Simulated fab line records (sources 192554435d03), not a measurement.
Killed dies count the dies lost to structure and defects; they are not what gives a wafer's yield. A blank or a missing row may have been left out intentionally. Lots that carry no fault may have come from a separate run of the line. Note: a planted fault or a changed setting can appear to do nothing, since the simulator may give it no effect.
Matching of chambers    flow n5-finfet    4 sister chambers for N5_BEOL_M5_ETCH_68 on rie-diel-02
The step etches SOC in N2/H2, target depth 80 nm, overetch 16 nm, time 120 s. 4 wafers are shown with their chamber, then 12 later ones without.

== WAFERS WITH THEIR CHAMBER ==
wafer   chamber  showerhead-plenum-p-Torr (Torr)
L083.1  0        2.39
L083.4  3        2.59
L091.5  2        2.58
L091.6  1        2.53

== WAFERS WITH NO CHAMBER GIVEN ==
wafer   showerhead-plenum-p-Torr (Torr)
L092.3  2.70
L092.4  2.53
L092.6  2.58
L093.1  2.70
L093.2  2.58
L093.4  2.52
L094.1  2.58
L094.2  2.70
L094.5  2.58
L097.2  2.58
L097.4  2.52
L097.5  2.58

== EACH ONE'S CHAMBER ==
wafer   from the rows above           in truth
L092.3  can't be placed: 3 or 2 or 1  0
L092.4  can't be placed: 1 or 2 or 3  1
L092.6  can't be placed: 2 or 3 or 1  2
L093.1  can't be placed: 3 or 2 or 1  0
L093.2  can't be placed: 2 or 3 or 1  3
L093.4  can't be placed: 1 or 2 or 3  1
L094.1  can't be placed: 2 or 3 or 1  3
L094.2  can't be placed: 3 or 2 or 1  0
L094.5  can't be placed: 2 or 3 or 1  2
L097.2  can't be placed: 2 or 3 or 1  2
L097.4  can't be placed: 1 or 2 or 3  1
L097.5  can't be placed: 2 or 3 or 1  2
Correctly placed: 0 of 12. Cannot be placed on the basis of these rows: 12; the candidates contain the true chamber in 9. 0 placed wrongly.
How it was worked out, from the rows above alone: a wafer's distance from a chamber is the root of the sum, over the readings, of the square of ((its reading less the chamber's mean) divided by the reading's scatter). If the next closest chamber is less than 2 further off than the closest, the wafer can't be placed; otherwise it belongs to the closest. A chamber's mean is the mean of its shown wafers. The scatter (one wafer shown for each chamber): square how far every hidden wafer sits from the nearest shown wafer, average those squares and take the square root.
